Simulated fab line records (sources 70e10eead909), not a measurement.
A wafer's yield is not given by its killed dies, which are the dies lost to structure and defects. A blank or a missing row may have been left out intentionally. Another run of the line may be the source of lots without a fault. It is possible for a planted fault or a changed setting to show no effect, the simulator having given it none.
fab line records	flow nand-harc
[record] lots = 13	wafers = 39	last-day = 24
route steps=1159 shown A_BLC@990 A_M0@1006 HYBRID_BOND@1099 THIN_TSV@1119
lots that met no fault: from a run of the same line without faults
start-h: the number of hours between the record's first day and the start of the first shown wafer of the lot	wait-h: time in hours since the lot's previous step	" repeats the value in the row above	L1.1+2: several wafers, shown together as one row	- no value, or no start given	* or withheld: withheld	< > ~ a bound
route shown NAME@n: names a module that has steps shown in the file, with the first one's number in the route	usual: mean/standard deviation of fault-free wafers	same: alike in all rows	chamber/n: place in a boat	sites: readings site by site	_std_site: the values' standard deviation	_edge_site: the outer-site mean with the inner-site mean subtracted	radius-mm: how far each site lies from the wafer's centre	mask NAME#n: copy n	behind: the tool/chamber that last shaped the wafer	hold: why the lot was held/for how many hours/how that ended	device: names the non-switching transistor (n, p or np)	end of line: the tests these same wafers got at the end of their route	where a step has no rows: the recipe by itself	killed: dies that structure and defects cost at the first sort, which is not the same as the wafer's yield	map: a wafer's dies, x killed, . not, _ none there
set.NAME: the run value of the setting; set.NAME@STEP: its run value at that earlier step	model.NAME: the simulator's own value behind a step, which no gauge read
route steps across a sampled set of lots; one table per step, one row per wafer
services: the hour from which a tool's chamber was out of use, counted from the record's first day as start-h (under 0 if before that day), plus the number of hours and why
[[steps]]
[step NHARC_A_BLC_CMP_25]
[recipe] t-overpolish-s = 30	target-thk-nm = 150
[usual] motor-current-A = 12.0/0.98	overpolish-run-s = 29.999/0.0093	time-to-endpoint-s = 31/3.1
lot.wafer	tool	chamber	start-h	wait-h	motor-current-A	overpolish-run-s	time-to-endpoint-s
L563.2	cmp-01	1	400.87	0.5	10.7	30.028	37
L563.6	"	2	"	"	12.8	30.005	31
L563.5	"	3	"	"	12.9	30.006	33
L564.3	cmp-01	0	401.38	0.3	12.1	30.000	26
L564.4	"	1	"	"	11.5	29.982	31
L564.2	"	2	"	"	11.8	29.995	28
L566.3	cmp-02	3	419.93	0.4	11.3	29.982	30
L566.4	"	1	"	"	13.2	29.996	29
L566.5	"	2	"	"	11.0	30.017	31
L562.3	cmp-04	2	423.18	0.4	10.2	29.991	33
L562.1	"	3	"	"	13.5	30.010	36
L562.6	"	1	"	"	13.3	30.010	28
L567.2	cmp-01	3	425.47	0.4	13.3	29.989	29
L567.5	"	3	"	"	13.2	30.003	28
L567.6	"	0	"	"	12.1	30.009	26
L568.2	cmp-01	1	448.06	0.4	10.8	29.998	29
L568.4	"	2	"	"	12.6	30.019	24
L568.3	"	3	"	"	13.4	29.996	25
L570.4	cmp-02	1	448.48	0.2	12.9	30.009	32
L570.2	"	0	"	"	12.0	30.009	25
L570.6	"	2	"	"	11.6	29.998	32
L569.4	cmp-04	0	454.81	0.3	12.1	30.001	35
L569.1	"	1	"	"	13.2	29.999	31
L569.6	"	0	"	"	11.8	29.987	34
L578.1	cmp-01	3	487.62	0.4	13.1	30.015	27
L578.3	"	0	"	"	11.8	30.007	26
L578.6	"	1	"	"	10.3	30.009	31
L580.3	cmp-04	0	504.73	0.3	12.0	29.996	34
L580.1	"	2	"	"	10.3	29.985	33
L580.6	"	0	"	"	11.8	29.982	33
L581.1	cmp-04	2	510.75	0.5	9.9	29.999	32
L581.2	"	3	"	"	13.5	29.994	38
L581.4	"	0	"	"	12.3	30.006	37
L583.1	cmp-02	2	532.74	0.4	11.8	30.012	36
L583.2	"	3	"	"	11.6	29.992	30
L583.6	"	3	"	"	11.7	29.996	31
L584.2	cmp-01	1	533.20	0.4	10.6	30.011	31
L584.3	"	2	"	"	11.8	30.001	26
L584.6	"	1	"	"	11.1	29.997	31
[step NHARC_A_M0_INSPECT_11]
[usual] raw-defect-count = 32/14
lot.wafer	tool	chamber	start-h	wait-h	raw-defect-count
L563.2	defect-inspect-02	-	402.13	0.0	31
L563.5	"	-	"	"	38
L563.6	"	-	"	"	28
L564.2	defect-inspect-01	-	402.72	0.0	12
L564.3	"	-	"	"	17
L564.4	"	-	"	"	17
L566.3	defect-inspect-01	-	421.33	0.0	22
L566.4	"	-	"	"	18
L566.5	"	-	"	"	25
L562.1	defect-inspect-02	-	424.58	0.0	30
L562.3	"	-	"	"	30
L562.6	"	-	"	"	15
L567.2	defect-inspect-02	-	426.94	0.0	35
L567.5	"	-	"	"	22
L567.6	"	-	"	"	31
L568.2	defect-inspect-02	-	449.85	0.0	29
L568.3	"	-	"	"	30
L568.4	"	-	"	"	24
L570.2	defect-inspect-01	-	450.11	0.0	11
L570.4	"	-	"	"	15
L570.6	"	-	"	"	9
L569.1	defect-inspect-02	-	456.22	0.0	45
L569.4	"	-	"	"	32
L569.6	"	-	"	"	36
L578.1	defect-inspect-02	-	489.00	0.0	25
L578.3	"	-	"	"	24
L578.6	"	-	"	"	28
L580.1	defect-inspect-02	-	506.17	0.0	26
L580.3	"	-	"	"	34
L580.6	"	-	"	"	20
L581.1	defect-inspect-02	-	512.17	0.0	41
L581.2	"	-	"	"	36
L581.4	"	-	"	"	47
L583.1	defect-inspect-01	-	534.04	0.0	71
L583.2	"	-	"	"	33
L583.6	"	-	"	"	42
L584.2	defect-inspect-02	-	534.63	0.0	13
L584.3	"	-	"	"	15
L584.6	"	-	"	"	18
[step NHARC_HYBRID_BOND_OVL_MEAS_05]
[usual] overlay-x-nm = 3/33	overlay-y-nm = -7/30
lot.wafer	tool	chamber	start-h	wait-h	overlay-x-nm	overlay-y-nm
L563.2	overlay-02	-	424.06	0.4	-50	-66
L563.5	"	-	"	"	-11	-50
L563.6	"	-	"	"	-41	17
L564.2	overlay-01	-	424.07	0.4	-1	-3
L564.3	"	-	"	"	-17	-5
L564.4	"	-	"	"	-59	-72
L567.2	overlay-01	-	448.45	0.4	-12	7
L567.5	"	-	"	"	-7	-30
L567.6	"	-	"	"	-11	31
L566.3	overlay-02	-	448.45	0.4	22	-27
L566.4	"	-	"	"	39	-42
L566.5	"	-	"	"	11	21
L562.1	overlay-02	-	448.46	0.4	18	-1
L562.3	"	-	"	"	28	-49
L562.6	"	-	"	"	11	-16
L568.2	overlay-01	-	474.22	0.4	-9	-27
L568.3	"	-	"	"	65	-6
L568.4	"	-	"	"	44	27
L570.2	overlay-02	-	474.22	0.4	-54	-20
L570.4	"	-	"	"	18	-22
L570.6	"	-	"	"	-32	-6
L569.1	overlay-01	-	479.87	0.4	-16	10
L569.4	"	-	"	"	4	26
L569.6	"	-	"	"	11	-79
L578.1	overlay-02	-	512.62	0.4	12	-11
L578.3	"	-	"	"	26	-13
L578.6	"	-	"	"	13	27
L580.1	overlay-01	-	531.37	0.4	-41	-14
L580.3	"	-	"	"	7	-17
L580.6	"	-	"	"	-7	16
L581.1	overlay-01	-	531.38	0.4	15	14
L581.2	"	-	"	"	26	-20
L581.4	"	-	"	"	-4	-30
L583.1	overlay-01	-	555.06	0.4	29	-6
L583.2	"	-	"	"	67	-9
L583.6	"	-	"	"	63	-32
L584.2	overlay-02	-	555.07	0.4	-5	5
L584.3	"	-	"	"	-6	-23
L584.6	"	-	"	"	46	-5
[step NHARC_THIN_TSV_ETCH_44]
[recipe] target-depth-a = 15942	time-s = 797.1	cf4-flow-sccm = 150	o2-flow-sccm = 10	ar-flow-sccm = 0	rf-w = 300	bias-w = 800	chemistry = CF4/O2
[usual] drypump-motor-current-A = 5.8/0.49	oes-product-au = 0.998/0.014	rf-fwd-power-W = 300.0/0.91	rf-vpp-V = 794/5	showerhead-plenum-p-Torr = 1.82/0.079	throttle-valve-pct = 16.915/0.01
lot.wafer	tool	chamber	start-h	wait-h	drypump-motor-current-A	oes-product-au	rf-fwd-power-W	rf-hours-counter-h	rf-vpp-V	showerhead-plenum-p-Torr	throttle-valve-pct
L563.2	rie-diel-06	3	432.74	0.1	5.5	1.013	298.8	1	796	1.87	16.910
L563.6	"	2	"	"	5.6	0.998	299.2	-	792	1.77	16.918
L563.5	"	3	"	"	5.5	1.016	299.4	-	797	1.87	16.916
L564.2	rie-diel-01	2	433.19	0.5	5.6	1.016	300.4	9	786	1.72	16.911
L564.3	"	1	"	"	4.8	1.001	298.8	9	800	1.91	16.915
L564.4	"	3	"	"	6.3	0.977	299.9	-	801	1.93	16.912
L566.4	rie-diel-01	3	451.52	0.1	6.3	0.978	300.4	11	799	1.93	16.926
L566.3	"	1	"	"	4.8	0.999	299.3	11	800	1.91	16.941
L566.5	"	2	"	"	5.5	1.021	300.1	-	786	1.72	16.912
L567.2	rie-diel-06	0	452.64	0.1	6.2	0.986	301.1	2	799	1.93	16.909
L567.5	"	0	"	"	6.2	0.983	299.1	-	800	1.93	16.898
L567.6	"	1	"	"	6.5	1.005	300.0	-	791	1.79	16.922
L562.3	rie-diel-01	2	453.85	0.1	5.5	1.007	299.4	11	786	1.71	16.930
L562.1	"	1	"	"	4.8	0.991	301.1	11	800	1.91	16.923
L562.6	"	3	"	"	6.2	0.978	299.0	-	800	1.93	16.917
L570.2	rie-diel-08	1	477.24	0.1	5.4	0.983	299.5	19	794	1.82	16.913
L570.4	"	0	"	"	6.0	0.985	300.0	19	795	1.83	16.926
L570.6	"	2	"	"	6.1	0.997	298.4	-	788	1.73	16.919
L568.2	rie-diel-08	2	478.35	0.1	6.0	0.990	298.5	18	787	1.73	16.938
L568.4	"	3	"	"	5.6	1.002	300.6	17	791	1.79	16.906
L568.3	"	0	"	"	6.0	0.992	299.9	19	795	1.83	16.907
L569.1	rie-diel-01	3	483.25	0.1	6.3	0.968	301.6	13	801	1.93	16.932
L569.4	"	1	"	"	4.8	0.995	299.3	12	800	1.91	16.913
L569.6	"	3	"	"	6.3	0.982	300.6	-	800	1.93	16.904
L578.3	rie-diel-08	3	516.82	0.1	5.5	0.995	300.7	4	791	1.79	16.905
L578.1	"	2	"	"	6.1	0.995	300.8	4	788	1.73	16.916
L578.6	"	0	"	"	6.0	0.754	180.3	-	795	1.83	16.922
L580.3	rie-diel-06	2	534.46	0.1	5.7	0.992	300.9	8	791	1.77	16.914
L580.1	"	3	"	"	5.5	1.004	299.5	7	796	1.87	16.919
L580.6	"	2	"	"	5.7	0.995	300.0	-	792	1.77	16.915
L581.1	rie-diel-01	0	536.64	0.1	6.2	0.999	301.4	3	790	1.76	16.902
L581.2	"	2	"	"	5.6	1.031	300.4	3	788	1.71	16.910
L581.4	"	3	"	"	6.3	0.999	299.5	3	801	1.93	16.889
L583.2	rie-diel-01	3	559.23	0.1	6.3	0.996	300.1	4	800	1.93	16.919
L583.1	"	0	"	"	6.2	0.996	300.1	4	790	1.76	16.925
L583.6	"	0	"	"	6.2	0.995	300.1	-	790	1.76	16.910
L584.3	rie-diel-01	0	560.45	0.1	6.2	1.003	300.3	4	790	1.76	16.903
L584.2	"	3	"	"	6.2	1.007	300.0	4	800	1.93	16.919
L584.6	"	1	"	"	4.8	1.007	298.2	-	799	1.91	16.914
[[services]]
tool	chamber	start-h	hours	kind
rie-diel-01	0	391.60	51.6	repair
cmp-04	-	399.10	4.0	pm
rie-diel-08	2	417.84	3.3	repair
rie-diel-06	-	418.22	9.0	pm
rie-diel-08	3	420.08	9.9	repair
cmp-02	-	422.72	4.0	pm
cmp-04	-	437.06	1.0	repair
cmp-04	-	450.74	3.6	repair
rie-diel-06	3	454.67	5.0	repair
cmp-01	-	474.33	4.0	pm
cmp-02	-	475.37	0.5	repair
rie-diel-08	-	478.80	9.0	pm
rie-diel-01	-	491.80	9.0	pm
cmp-02	-	496.43	1.2	repair
cmp-04	-	497.10	4.0	pm
rie-diel-01	-	502.91	0.4	repair
cmp-01	-	515.74	8.3	repair
cmp-02	-	520.72	4.0	pm
rie-diel-08	-	530.97	2.5	repair
cmp-01	-	541.99	1.9	repair
cmp-02	-	544.12	0.5	repair
rie-diel-06	2	547.37	1.4	repair
rie-diel-06	3	550.61	15.8	repair
cmp-04	-	552.79	20.3	repair
[[key]]
[first-sign] step = NHARC_THIN_TSV_ETCH_44	reading = rf-fwd-power-W	direction = down	sigmas = 99+	usual = *	struck = *
[effect] step = NHARC_THIN_TSV_ETCH_44	reading = oes-product-au	direction = down	sigmas = 18	usual = 0.998	struck = 0.754
met-at NHARC_THIN_TSV_ETCH_44
struck-lots L578
struck-wafers L578.6
later-rows-left-out L578.6
sort-left-out L578.6
not-acting-at NHARC_A_BLC_CMP_25,NHARC_A_M0_INSPECT_11,NHARC_HYBRID_BOND_OVL_MEAS_05
onset-between 478.35 516.82
[fault] kind = process-parameter-drift	tool = rie-diel-08	chamber = 0	onset-h = 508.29	steps = NHARC_THIN_TSV_ETCH_44	channel = rf-w	offset = *	shape = step	end-h = 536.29	acts-in = *	stated = *
// sort-left-out: the simulated sort isn't trusted on such a fault, so these wafers' sort isn't shown, and their yield isn't known
// later-rows-left-out: the simulator's readings of these wafers behind a module that went badly wrong aren't trusted and aren't shown, but for the sort
